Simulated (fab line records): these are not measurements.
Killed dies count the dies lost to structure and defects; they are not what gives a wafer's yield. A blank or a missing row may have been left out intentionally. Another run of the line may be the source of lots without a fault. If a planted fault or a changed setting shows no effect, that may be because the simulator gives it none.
Lot-split experiment	flow n5 finfet	21 wafers read from 7 lots, route of 1938 steps

== THE SPLIT ==
At N5_MOL_CONTACT_COAG_ALD_131 (deposits SiO2, target thk 5 nm, pulse time 1 s, co reactant pulse time 1 s), the setting ald cycles was moved away from the recipe's 35 on 8 of the 21 wafers read, by -14.3% to +8.6%. All remaining wafers had this setting at the recipe value.

The reading is taken at the split's own step.

== THE READING ==
SiO2_of_MOL_CONTACT_COAG_ALD_131.thk nm (the simulator's own value, which no gauge read), in nm, at N5_MOL_CONTACT_COAG_ALD_131 (deposits SiO2, target thk 5 nm, pulse time 1 s, co reactant pulse time 1 s). There is no usual value for it anywhere in the file.

wafer	tool, chamber at the split	ald cycles as run	against the recipe	SiO2_of_MOL_CONTACT_COAG_ALD_131.thk nm, nm	against lot-mates on the recipe
L074.3	ald sin-02, 1,2	35	recipe	5	-
L074.5	ald sin-02, 1,2	35	recipe	5	-
L074.6	ald sin-02, 3	38	+8.6%	5.4	+0.4
L076.1	ald sin-02, 2	35	recipe	5	-
L076.2	ald sin-02, 3	30	-14.3%	4.2	-0.8
L076.5	ald sin-02, 3	30	-14.3%	4.2	-0.8
L081.1	ald sin-02, 2,3,1	35	recipe	5	-
L081.2	ald sin-02, 2,3,1	35	recipe	5	-
L081.6	ald sin-02, 2,3,1	35	recipe	5	-
L083.1	ald sin-03, 0,2,3	35	recipe	5	-
L083.3	ald sin-03, 0,2,3	35	recipe	5	-
L083.4	ald sin-03, 0,2,3	35	recipe	5	-
L086.2	ald sin-01, 1,3,2	35	recipe	5	-
L086.5	ald sin-01, 1,3,2	35	recipe	5	-
L086.6	ald sin-01, 1,3,2	35	recipe	5	-
L087.3	ald sin-02, 3,2,3	31	-11.4%	4.4	no lot-mate on the recipe
L087.4	ald sin-02, 3,2,3	31	-11.4%	4.4	no lot-mate on the recipe
L087.5	ald sin-02, 3,2,3	31	-11.4%	4.4	no lot-mate on the recipe
L092.1	ald sin-02, 2,1	31	-11.4%	4.4	-0.6
L092.6	ald sin-02, 2,1	31	-11.4%	4.4	-0.6
L092.5	ald sin-02, 2	35	recipe	5	-
Rows listing several chambers each stand for several wafers; the file does not say which wafer went through which chamber.

THE FIT
A straight line over all 21 wafers: SiO2_of_MOL_CONTACT_COAG_ALD_131.thk nm changes by +0.053 nm for each +1% of ald cycles; r = +1.00; the points scatter about the line by 0.018 nm.
The same after taking each lot's own level away (the mean of its wafers on the recipe; 18 wafers): +0.0535 nm for each +1%; r = +1.00; scatter 0.019 nm.
The reading moves by 0.76 nm for the largest change in ald cycles, on that fit.
The lots' own levels span 5.00 to 5.00 nm.
The two slopes agree, so the slope changes little with the lot-to-lot level.
Check: for one of the wafers moved furthest among these (-14.3%), held out of the fit, the line's prediction against its lot-mates is -0.759 nm. It came out at -0.8 nm against them.

== ADDITIONAL SPLITS CARRIED BY THESE WAFERS ==
These wafers also went through other splits before the reading. Each is held against what the fit with the lots' levels taken away leaves over:
other split on the same wafers	wafers away from the commonest value	r with SiO2_of_MOL_CONTACT_COAG_ALD_131.thk nm (lot level and that fit taken away)
N5_SDB_ETCH_18 time s	7	+0.01
N5_HKMG_FIN_EXPOSE_09 dose mj	4	+0.09

== THE FILE'S OWN FIT ==
SiO2_of_MOL_CONTACT_COAG_ALD_131.thk nm changes by +0.0532 nm for each +1% of ald cycles, r = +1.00.
